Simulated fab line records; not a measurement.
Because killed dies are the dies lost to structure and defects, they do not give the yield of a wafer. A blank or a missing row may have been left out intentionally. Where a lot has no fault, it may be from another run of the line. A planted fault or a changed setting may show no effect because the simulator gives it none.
One fault through the eyes of 2 desks + flow n5 finfet + each desk holds nothing but its own numbers, with what lay behind them at the end

METROLOGY DESK
What the gauges read for every lot (on any tool): the sampled wafers with a number, averaged. If a lot's mean is further than 4 standard deviations from the usual mean, the lot is out of limits and carries the mark OUT (the distance appears in the brackets). Readings shown: 7 of its 11, picked as those furthest out on some lot.
Columns: A = DIBL_N at N5_BEOL_M4_RC_MEAS_101, usual 36.5 mV/V; B = IOFF_N at N5_BEOL_M4_RC_MEAS_101, usual 0.163 nA/um; C = IOFF_P at N5_BEOL_M4_RC_MEAS_101, usual 0.22 nA/um; D = ION_N at N5_BEOL_M4_RC_MEAS_101, usual 673 uA/um; E = SS_P at N5_BEOL_M4_RC_MEAS_101, usual 73.4 mV/dec; F = VT_N at N5_BEOL_M4_RC_MEAS_101, usual 249.8 mV; G = VT_P at N5_BEOL_M4_RC_MEAS_101, usual -250 mV
| lot  | first seen here | A    | B     | C    | D   | E    | F     | G    |
|------|-----------------|------|-------|------|-----|------|-------|------|
| L952 | day 4 15:38     | 36.1 | 0.163 | 0.23 | 667 | 73.9 | 250.3 | -247 |
| L960 | day 6 19:03     | 35.0 | 0.146 | 0.18 | 671 | 72.6 | 250.6 | -256 |
| L961 | day 7 00:40     | 36.3 | 0.153 | 0.23 | 672 | 73.4 | 251.1 | -249 |
| L963 | day 7 14:35     | 36.5 | 0.163 | 0.23 | 672 | 73.3 | 250.7 | -251 |
| L966 | day 8 05:36     | 37.2 | 0.187 | 0.24 | 688 | 74.1 | 246.2 | -249 |
| L967 | day 8 11:02     | 36.5 | 0.170 | 0.22 | 672 | 73.2 | 248.1 | -249 |
| L970 | day 9 04:31     | 34.0 | 0.128 | 0.19 | 664 | 73.0 | 254.4 | -253 |
| L973 | day 10 00:46    | 36.6 | 0.142 | 0.19 | 667 | 73.1 | 252.9 | -250 |
Result from this desk: across the 8 lots, nothing is out of limits.

DESK OF THE TOOL OWNER: rie metal-02
The tool's own readings at N5_GATE_CUT_CUT_ETCH_53 (etches W in SF6/Cl2, target depth 79.2 nm): means of the sampled wafers that have a number, for each lot that ran on this tool. If a lot's mean is further than 4 standard deviations from the usual mean, the lot is out of limits and carries the mark OUT (the distance appears in the brackets).
Columns: A = drypump motor current A at N5_GATE_CUT_CUT_ETCH_53, usual 5.6 A; B = etch rf on time s at N5_GATE_CUT_CUT_ETCH_53, usual 26.1 s; C = oes product au at N5_GATE_CUT_CUT_ETCH_53, usual 0.73 a.u.; D = throttle valve pct at N5_GATE_CUT_CUT_ETCH_53, usual 29.04 %
| lot  | first seen here | A   | B              | C    | D     |
|------|-----------------|-----|----------------|------|-------|
| L960 | day 6 19:40     | 6.0 | 31.4 (+15) OUT | 0.67 | 28.52 |
| L961 | day 7 01:17     | 5.9 | 31.6 (+15) OUT | 0.67 | 28.53 |
This desk finds L960, L961 out of limits, L960 being first, at day 6 19:40 (etch rf on time s at N5_GATE_CUT_CUT_ETCH_53). In limits: none.

TAKEN TOGETHER
The tool owner's desk had the chance to raise an alarm at day 6 19:40 on L960, L961.
From the metrology desk's view, nothing was out of limits.
The metrology desk has L960, L961 on record, within its limits.
N5_GATE_CUT_CUT_ETCH_53 was run on rie metal-02 by each of the lots named.

WHAT THE SIMULATOR HAD INSERTED
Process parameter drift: rie metal-02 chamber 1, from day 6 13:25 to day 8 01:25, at N5_GATE_CUT_CUT_ETCH_53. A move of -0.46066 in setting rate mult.
Lots struck among those shown: L960, L961.
Each desk's first reading out of limits, in hours after the fault started: the tool owner's desk, 6.
